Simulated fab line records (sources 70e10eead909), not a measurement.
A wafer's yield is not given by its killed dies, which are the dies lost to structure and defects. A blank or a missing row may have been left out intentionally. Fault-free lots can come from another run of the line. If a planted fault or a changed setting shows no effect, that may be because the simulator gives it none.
Matching of chambers :: flow nand harc :: 4 sister chambers for NHARC_A_BLC_ALD_23 on ald metal-02
The step deposits TiN, target thk 3 nm, pulse time 1 s, ald cycles 150. 8 wafers are shown with their chamber, then 8 later ones without.

EACH WAFER AND ITS CHAMBER
wafer: L721.5
chamber: 3
heater power w (W): 896
precursor pulse height rel: 1.003

wafer: L725.2
chamber: 2
heater power w (W): 1091
precursor pulse height rel: 1.002

wafer: L731.3
chamber: 0
heater power w (W): 1072
precursor pulse height rel: 1.030

wafer: L731.5
chamber: 1
heater power w (W): 1057
precursor pulse height rel: 0.998

wafer: L736.2
chamber: 2
heater power w (W): 1115
precursor pulse height rel: 0.991

wafer: L736.5
chamber: 0
heater power w (W): 1099
precursor pulse height rel: 0.978

wafer: L736.6
chamber: 3
heater power w (W): 892
precursor pulse height rel: 1.009

wafer: L740.3
chamber: 1
heater power w (W): 1007
precursor pulse height rel: 1.002

WAFERS MISSING THEIR CHAMBER
wafer: L740.4
heater power w (W): 879
precursor pulse height rel: 0.965

wafer: L740.5
heater power w (W): 1111
precursor pulse height rel: 0.993

wafer: L742.2
heater power w (W): 885
precursor pulse height rel: 1.019

wafer: L742.3
heater power w (W): 1059
precursor pulse height rel: 1.018

wafer: L742.5
heater power w (W): 1085
precursor pulse height rel: 1.020

wafer: L741.1
heater power w (W): 1061
precursor pulse height rel: 1.021

wafer: L741.4
heater power w (W): 894
precursor pulse height rel: 0.965

wafer: L741.5
heater power w (W): 866
precursor pulse height rel: 1.013

CHAMBER TAKEN BY EACH
wafer: L740.4
from the rows above: 3
in truth: 3

wafer: L740.5
from the rows above: can't be placed: 2 or 0
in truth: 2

wafer: L742.2
from the rows above: 3
in truth: 3

wafer: L742.3
from the rows above: can't be placed: 0 or 1 or 2
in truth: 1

wafer: L742.5
from the rows above: can't be placed: 0 or 2 or 1
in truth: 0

wafer: L741.1
from the rows above: can't be placed: 0 or 1 or 2
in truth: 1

wafer: L741.4
from the rows above: 3
in truth: 3

wafer: L741.5
from the rows above: 3
in truth: 3
Placed correctly: 4 of 8. These rows do not allow placing 4 (true chamber among the candidates in 4). Placed wrongly: 0.
How it was worked out, from the rows above alone: a wafer's distance from a chamber is the root of the sum, over the readings, of the square of ((its reading less the chamber's mean) divided by the reading's scatter). If the next closest chamber is less than 2 further off than the closest, the wafer can't be placed; otherwise it belongs to the closest. For every chamber, the mean is computed from those of its wafers that are shown. The scatter: the root of (the sum of the squares of (reading less its chamber's mean) over the shown wafers, divided by (wafers less chambers)).
